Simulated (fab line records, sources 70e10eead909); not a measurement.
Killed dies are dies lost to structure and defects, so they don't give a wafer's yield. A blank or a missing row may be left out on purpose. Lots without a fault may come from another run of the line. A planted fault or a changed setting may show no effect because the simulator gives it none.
One fault seen from 2 desks | flow nand_harc | each desk has only its own numbers; what lay behind them comes last

THE METROLOGY DESK
What the gauges read, lot by lot, whatever tool the lot ran on: means of the sampled wafers that have a number. A lot is out of limits, marked OUT, if its mean lies more than 4 standard deviations from the usual mean; the brackets give that distance.
Columns: A = thk_nm at NHARC_THIN_TSV_THK_MEAS_02, usual 3043 nm; B = cd_nm at NHARC_THIN_TSV_CD_MEAS_33, usual 4999.4 nm
lot  | first seen here | A    | B
L478 | day 18 22:01    | 2820 | 4999.8
L481 | day 18 23:14    | 3130 | 4998.6
L477 | day 19 00:27    | 2983 | 4994.5
L480 | day 19 01:38    | 3127 | 4995.4
L482 | day 19 15:23    | 3147 | 5001.1
L479 | day 19 16:34    | 3303 | 5001.0
L484 | day 20 09:49    | 2879 | 4998.8
L490 | day 21 16:23    | 2832 | 5001.0
L489 | day 22 05:32    | 2748 | 5000.0
L494 | day 23 06:38    | 3142 | 5000.9
L495 | day 23 07:49    | 2887 | 4996.3
L497 | day 23 13:18    | 3060 | 4995.0
L496 | day 24 07:55    | 3125 | 5003.3
L500 | day 24 09:07    | 2878 | 4999.5
This desk's finding: nothing out of limits on any of the 14 lots.

THE TOOL OWNER'S DESK: pecvd-02
The tool's own readings at NHARC_A_CONTACT_DEP_24 (deposits SiO2, target thk 500 nm): means of the sampled wafers that have a number, for each lot that ran on this tool. A lot is out of limits, marked OUT, if its mean lies more than 4 standard deviations from the usual mean; the brackets give that distance.
Columns: A = heater_power_w at NHARC_A_CONTACT_DEP_24, usual 497 W; B = throttle_valve_pct at NHARC_A_CONTACT_DEP_24, usual 16.1 %
lot  | first seen here | A   | B
L480 | day 16 14:55    | 512 | 15.8
L481 | day 16 15:35    | 521 | 15.9
L479 | day 17 11:25    | 552 | 16.2
L490 | day 19 02:25    | 492 | 16.0
L489 | day 19 16:42    | 558 | 16.4
This desk's finding: nothing out of limits on any of the 5 lots.

PUT TOGETHER
The metrology desk saw nothing out of limits.
The tool owner's desk saw nothing out of limits.

WHAT THE SIMULATOR HAD PUT IN
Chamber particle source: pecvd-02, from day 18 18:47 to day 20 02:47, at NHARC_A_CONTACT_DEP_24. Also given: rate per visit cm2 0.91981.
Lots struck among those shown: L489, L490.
